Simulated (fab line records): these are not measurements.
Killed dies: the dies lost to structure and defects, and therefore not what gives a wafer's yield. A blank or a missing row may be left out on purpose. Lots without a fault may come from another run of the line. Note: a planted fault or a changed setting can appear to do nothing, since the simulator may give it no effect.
Which tool did it? / flow n5Finfet / 30 wafers from 10 lots sampled at 6 of the route's 1938 steps

## WHAT THE GAUGES READ, wafer by wafer
N5_ZERO_LAYER_CD_MEAS_11: the cd target is 2000 nm.
lot=L264; measured=day 1 12:47; on=cdSem-01; cdNm (nm)=2002.1 1999.9 2001.0
lot=L266; measured=day 2 00:46; on=cdSem-03; cdNm (nm)=2000.8 2001.2 1999.8
lot=L269; measured=day 2 18:38; on=cdSem-03; cdNm (nm)=1999.0 2000.5 1999.8
lot=L275; measured=day 4 06:46; on=cdSem-01; cdNm (nm)=2001.1 2000.0 2000.3
lot=L276; measured=day 4 12:38; on=cdSem-01; cdNm (nm)=1999.6 1998.5 1998.9
lot=L279; measured=day 5 06:38; on=cdSem-03; cdNm (nm)=2003.7 2002.0 2001.1
lot=L280; measured=day 5 12:46; on=cdSem-01; cdNm (nm)=2001.8 1999.8 1999.2
lot=L281; measured=day 5 18:47; on=cdSem-02; cdNm (nm)=2000.5 1999.1 2001.6
lot=L283; measured=day 6 06:46; on=cdSem-01; cdNm (nm)=2001.4 2002.5 2003.4
lot=L286; measured=day 7 00:47; on=cdSem-03; cdNm (nm)=1999.8 2000.0 1999.5

N5_WELL_APT_CD_MEAS_25: the cd target is 200 nm.
lot=L264; measured=day 1 15:26; on=cdSem-01; cdNm (nm)=201.2 201.3 203.9
lot=L266; measured=day 2 02:50; on=cdSem-02; cdNm (nm)=201.9 200.9 201.3
lot=L269; measured=day 2 20:50; on=cdSem-01; cdNm (nm)=202.1 202.0 201.6
lot=L275; measured=day 4 09:18; on=cdSem-03; cdNm (nm)=- - -
lot=L276; measured=day 4 15:04; on=cdSem-02; cdNm (nm)=- - -
lot=L279; measured=day 5 08:58; on=cdSem-03; cdNm (nm)=199.5 198.0 199.9
lot=L280; measured=day 5 15:03; on=cdSem-03; cdNm (nm)=201.1 200.6 199.9
lot=L281; measured=day 5 20:59; on=cdSem-03; cdNm (nm)=201.5 202.0 201.5
lot=L283; measured=day 6 08:58; on=cdSem-02; cdNm (nm)=198.2 199.1 202.2
lot=L286; measured=day 7 06:07; on=cdSem-03; cdNm (nm)=201.1 200.1 200.1

N5_BEOL_M4_RC_MEAS_101.
lot=L264; measured=day 9 19:06; on=prober-01; DIBL_N (mV/V)=34.4 32.8 34.7; DIBL_P (mV/V)=34.2 32.1 34.6; IOFF_N (nA/um)=0.113 0.097 0.123; IOFF_P (nA/um)=0.17 0.14 0.18; ION_N (uA/um)=654 654 664; ION_P (uA/um)=457 454 460; SS_N (mV/dec)=70.8 70.5 71.1; SS_P (mV/dec)=72.5 72.9 73.6; VT_N (mV)=255.3 255.2 254.6; VT_P (mV)=-254 -256 -253
lot=L266; measured=day 11 09:54; on=prober-01; DIBL_N (mV/V)=35.8 35.7 37.3; DIBL_P (mV/V)=35.3 35.4 37.0; IOFF_N (nA/um)=0.143 0.144 0.171; IOFF_P (nA/um)=0.18 0.19 0.20; ION_N (uA/um)=675 675 680; ION_P (uA/um)=457 458 459; SS_N (mV/dec)=71.1 70.8 71.6; SS_P (mV/dec)=72.9 73.4 73.3; VT_N (mV)=250.7 251.6 249.7; VT_P (mV)=-252 -252 -251
lot=L269; measured=day 15 11:17; on=prober-02; DIBL_N (mV/V)=36.1 36.3 34.5; DIBL_P (mV/V)=37.0 37.2 35.2; IOFF_N (nA/um)=0.162 0.155 0.132; IOFF_P (nA/um)=0.20 0.20 0.18; ION_N (uA/um)=674 663 660; ION_P (uA/um)=458 451 453; SS_N (mV/dec)=71.9 71.7 71.2; SS_P (mV/dec)=73.4 72.9 73.7; VT_N (mV)=249.5 251.1 252.5; VT_P (mV)=-251 -254 -254
lot=L279; measured=day 13 23:57; on=prober-02; DIBL_N (mV/V)=37.7 35.4 38.0; DIBL_P (mV/V)=36.4 33.7 37.1; IOFF_N (nA/um)=0.176 0.134 0.192; IOFF_P (nA/um)=0.26 0.21 0.28; ION_N (uA/um)=683 668 678; ION_P (uA/um)=472 465 473; SS_N (mV/dec)=71.4 72.0 72.3; SS_P (mV/dec)=74.0 73.5 73.9; VT_N (mV)=245.8 247.5 245.9; VT_P (mV)=-246 -246 -243
lot=L280; measured=day 14 07:26; on=prober-02; DIBL_N (mV/V)=38.0 36.2 36.5; DIBL_P (mV/V)=38.0 36.0 35.8; IOFF_N (nA/um)=0.180 0.142 0.143; IOFF_P (nA/um)=0.24 0.20 0.20; ION_N (uA/um)=680 664 667; ION_P (uA/um)=466 459 463; SS_N (mV/dec)=71.8 71.0 71.7; SS_P (mV/dec)=73.8 73.3 73.8; VT_N (mV)=249.6 249.0 253.3; VT_P (mV)=-252 -252 -252
lot=L281; measured=day 14 10:12; on=prober-01; DIBL_N (mV/V)=35.4 34.7 35.4; DIBL_P (mV/V)=37.6 37.2 38.1; IOFF_N (nA/um)=0.143 0.137 0.149; IOFF_P (nA/um)=0.19 0.18 0.20; ION_N (uA/um)=670 666 676; ION_P (uA/um)=459 456 467; SS_N (mV/dec)=71.4 71.4 72.0; SS_P (mV/dec)=73.7 73.1 73.9; VT_N (mV)=252.1 250.1 250.3; VT_P (mV)=-254 -253 -251
lot=L283; measured=day 14 15:31; on=prober-01; DIBL_N (mV/V)=36.7 37.5 36.4; DIBL_P (mV/V)=36.2 37.5 36.1; IOFF_N (nA/um)=0.164 0.180 0.156; IOFF_P (nA/um)=0.24 0.26 0.23; ION_N (uA/um)=680 683 680; ION_P (uA/um)=473 476 472; SS_N (mV/dec)=72.1 72.1 72.2; SS_P (mV/dec)=73.5 74.1 73.3; VT_N (mV)=250.9 251.2 250.9; VT_P (mV)=-246 -246 -247
lot=L286; measured=day 15 22:30; on=prober-01; DIBL_N (mV/V)=34.6 33.5 33.9; DIBL_P (mV/V)=34.0 33.6 33.6; IOFF_N (nA/um)=0.126 0.124 0.121; IOFF_P (nA/um)=0.16 0.16 0.16; ION_N (uA/um)=657 658 655; ION_P (uA/um)=447 453 453; SS_N (mV/dec)=70.6 71.5 71.5; SS_P (mV/dec)=73.1 72.0 73.2; VT_N (mV)=257.1 253.6 253.1; VT_P (mV)=-257 -256 -256

## EACH LOT AND THE TOOL THAT RAN IT (in order: tool; ch and the chambers of the sampled wafers; start)
lot=L264; N5_ZERO_LAYER_DESCUM_16=rieDiel-03 ch 2,3, day 1 13:11; N5_WELL_APT_COAT_19=lithoTrack-03 ch 0, day 1 15:02; N5_WELL_APT_EPI_41=epiRpcvd-03 ch 0, day 1 16:43
lot=L266; N5_ZERO_LAYER_DESCUM_16=rieDiel-01 ch 0,2, day 2 00:48; N5_WELL_APT_COAT_19=lithoTrack-03 ch 0, day 2 02:34; N5_WELL_APT_EPI_41=epiRpcvd-03 ch 0, day 2 03:56
lot=L269; N5_ZERO_LAYER_DESCUM_16=rieDiel-03 ch 1,2, day 2 18:41; N5_WELL_APT_COAT_19=lithoTrack-01 ch 0, day 2 20:26; N5_WELL_APT_EPI_41=epiRpcvd-02 ch 0, day 2 21:55
lot=L275; N5_ZERO_LAYER_DESCUM_16=rieDiel-03 ch 0,2,3, day 4 06:48; N5_WELL_APT_COAT_19=lithoTrack-04, day 4 08:55; N5_WELL_APT_EPI_41=epiRpcvd-02 ch 0, day 4 10:41
lot=L276; N5_ZERO_LAYER_DESCUM_16=rieDiel-01 ch 1,2,3, day 4 12:55; N5_WELL_APT_COAT_19=lithoTrack-01, day 4 14:40; N5_WELL_APT_EPI_41=epiRpcvd-03 ch 0, day 4 16:26
lot=L279; N5_ZERO_LAYER_DESCUM_16=rieDiel-03 ch 0,1,3, day 5 06:41; N5_WELL_APT_COAT_19=lithoTrack-04 ch 0, day 5 08:42; N5_WELL_APT_EPI_41=epiRpcvd-02 ch 0, day 5 10:09
lot=L280; N5_ZERO_LAYER_DESCUM_16=rieDiel-06 ch 0,2,3, day 5 12:49; N5_WELL_APT_COAT_19=lithoTrack-04 ch 0, day 5 14:47; N5_WELL_APT_EPI_41=epiRpcvd-02 ch 0, day 5 16:14
lot=L281; N5_ZERO_LAYER_DESCUM_16=rieDiel-03 ch 1,2,3, day 5 18:49; N5_WELL_APT_COAT_19=lithoTrack-03 ch 0, day 5 20:36; N5_WELL_APT_EPI_41=epiRpcvd-02 ch 0, day 5 22:05
lot=L283; N5_ZERO_LAYER_DESCUM_16=rieDiel-01 ch 0,1,3, day 6 06:51; N5_WELL_APT_COAT_19=lithoTrack-04 ch 0, day 6 08:35; N5_WELL_APT_EPI_41=epiRpcvd-02 ch 0, day 6 10:35
lot=L286; N5_ZERO_LAYER_DESCUM_16=rieDiel-06 ch 1,2,3, day 7 02:12; N5_WELL_APT_COAT_19=lithoTrack-04 ch 0, day 7 05:43; N5_WELL_APT_EPI_41=epiRpcvd-04 ch 0, day 7 07:18
- N5_ZERO_LAYER_DESCUM_16: chemistry O2, time 7.9 s.
- N5_WELL_APT_COAT_19: resist thk 950 nm.
- N5_WELL_APT_EPI_41: deposits Si from SiH4/H2, target thk 50 nm, time 297.7 s.

## WHAT THE TOOLS THEMSELVES READ (means of the sampled wafers that have a number; where no wafer has one, the mark that the record gives instead)
N5_ZERO_LAYER_DESCUM_16.
lot=L264; tool=rieDiel-03; drypumpMotorCurrentA (A)=5.2; o2FlowSccm (sccm)=224.5; oesProductAu (a.u.)=0.73; rfVppV (V)=244.9; showerheadPlenumPTorr (Torr)=2.16; throttleValvePct (%)=20.65
lot=L266; tool=rieDiel-01; drypumpMotorCurrentA (A)=6.5; o2FlowSccm (sccm)=225.5; oesProductAu (a.u.)=0.82; rfVppV (V)=241.9; showerheadPlenumPTorr (Torr)=2.02; throttleValvePct (%)=20.77
lot=L269; tool=rieDiel-03; drypumpMotorCurrentA (A)=5.4; o2FlowSccm (sccm)=225.5; oesProductAu (a.u.)=0.79; rfVppV (V)=243.9; showerheadPlenumPTorr (Torr)=2.13; throttleValvePct (%)=20.25
lot=L275; tool=rieDiel-03; drypumpMotorCurrentA (A)=5.3; o2FlowSccm (sccm)=225.1; oesProductAu (a.u.)=0.83; rfVppV (V)=243.3; showerheadPlenumPTorr (Torr)=2.14; throttleValvePct (%)=20.49
lot=L276; tool=rieDiel-01; drypumpMotorCurrentA (A)=6.2; o2FlowSccm (sccm)=225.0; oesProductAu (a.u.)=0.73; rfVppV (V)=243.9; showerheadPlenumPTorr (Torr)=2.05; throttleValvePct (%)=20.71
lot=L279; tool=rieDiel-03; drypumpMotorCurrentA (A)=5.7; o2FlowSccm (sccm)=224.6; oesProductAu (a.u.)=0.81; rfVppV (V)=242.7; showerheadPlenumPTorr (Torr)=2.08; throttleValvePct (%)=20.38
lot=L280; tool=rieDiel-06; drypumpMotorCurrentA (A)=6.0; o2FlowSccm (sccm)=224.7; oesProductAu (a.u.)=0.79; rfVppV (V)=244.1; showerheadPlenumPTorr (Torr)=2.11; throttleValvePct (%)=20.64
lot=L281; tool=rieDiel-03; drypumpMotorCurrentA (A)=5.5; o2FlowSccm (sccm)=225.1; oesProductAu (a.u.)=0.83; rfVppV (V)=243.3; showerheadPlenumPTorr (Torr)=2.11; throttleValvePct (%)=20.30
lot=L283; tool=rieDiel-01; drypumpMotorCurrentA (A)=6.3; o2FlowSccm (sccm)=224.8; oesProductAu (a.u.)=0.76; rfVppV (V)=243.3; showerheadPlenumPTorr (Torr)=2.07; throttleValvePct (%)=20.70
lot=L286; tool=rieDiel-06; drypumpMotorCurrentA (A)=5.6; o2FlowSccm (sccm)=224.9; oesProductAu (a.u.)=0.78; rfVppV (V)=243.3; showerheadPlenumPTorr (Torr)=2.10; throttleValvePct (%)=20.58

N5_WELL_APT_COAT_19.
lot=L264; tool=lithoTrack-03; chillPlateTempC (C)=23.09; dispensePressureKPa (kPa)=58.5
lot=L266; tool=lithoTrack-03; chillPlateTempC (C)=23.03; dispensePressureKPa (kPa)=58.5
lot=L269; tool=lithoTrack-01; chillPlateTempC (C)=22.90; dispensePressureKPa (kPa)=56.1
lot=L275; tool=lithoTrack-04; chillPlateTempC (C)=-; dispensePressureKPa (kPa)=-
lot=L276; tool=lithoTrack-01; chillPlateTempC (C)=-; dispensePressureKPa (kPa)=-
lot=L279; tool=lithoTrack-04; chillPlateTempC (C)=23.06; dispensePressureKPa (kPa)=53.2
lot=L280; tool=lithoTrack-04; chillPlateTempC (C)=23.08; dispensePressureKPa (kPa)=53.2
lot=L281; tool=lithoTrack-03; chillPlateTempC (C)=22.90; dispensePressureKPa (kPa)=58.5
lot=L283; tool=lithoTrack-04; chillPlateTempC (C)=22.99; dispensePressureKPa (kPa)=53.2
lot=L286; tool=lithoTrack-04; chillPlateTempC (C)=23.01; dispensePressureKPa (kPa)=53.2

N5_WELL_APT_EPI_41.
lot=L264; tool=epiRpcvd-03; susceptorTempC (C)=649.83; throttleValvePct (%)=11.03
lot=L266; tool=epiRpcvd-03; susceptorTempC (C)=650.09; throttleValvePct (%)=11.15
lot=L269; tool=epiRpcvd-02; susceptorTempC (C)=649.99; throttleValvePct (%)=11.54
lot=L275; tool=epiRpcvd-02; susceptorTempC (C)=650.18; throttleValvePct (%)=11.52
lot=L276; tool=epiRpcvd-03; susceptorTempC (C)=649.97; throttleValvePct (%)=11.08
lot=L279; tool=epiRpcvd-02; susceptorTempC (C)=649.92; throttleValvePct (%)=11.52
lot=L280; tool=epiRpcvd-02; susceptorTempC (C)=649.83; throttleValvePct (%)=11.58
lot=L281; tool=epiRpcvd-02; susceptorTempC (C)=650.11; throttleValvePct (%)=11.60
lot=L283; tool=epiRpcvd-02; susceptorTempC (C)=650.31; throttleValvePct (%)=11.47
lot=L286; tool=epiRpcvd-04; susceptorTempC (C)=650.11; throttleValvePct (%)=11.74

## THE ANSWER, worked out from the rows above alone
Rule: the usual values come from the lots themselves. The widest of any qualifying gaps counts: lots, ordered by their means at a reading, are off when they make up no more than a third of the lots, leave a main group of 4 or more, and stand apart from it by 3 or more times the standard deviation of that group's means. A main group whose means are all the same, to the digits that the tables above print for the reading, isn't used. A lot without any number at a reading at which 4 lots or more have one is off too. All remaining lots with rows at the step are treated as sound. After the gauges, taken in route order, come the tools' own readings; for these a lot's mean is taken, as printed above. The first step at which some lot is off is used, and at that step the reading that is off furthest; a lot without a number counts as furthest.
Off, at N5_WELL_APT_CD_MEAS_25 on cdNm: L275, L276. Without a number there: L275, L276. The main group: mean 200.9 nm, standard deviation 1.
A tool fits if, at a process step before that reading, it ran every lot that is off, and no sound lot after the first of them. The gauges at N5_WELL_APT_CD_MEAS_25 aren't tried: what is off there is off at N5_WELL_APT_COAT_19 too, on other tools, and a gauge's error can't cause that. No candidate that was tried fits.

## WHAT THE SIMULATOR PUT IN
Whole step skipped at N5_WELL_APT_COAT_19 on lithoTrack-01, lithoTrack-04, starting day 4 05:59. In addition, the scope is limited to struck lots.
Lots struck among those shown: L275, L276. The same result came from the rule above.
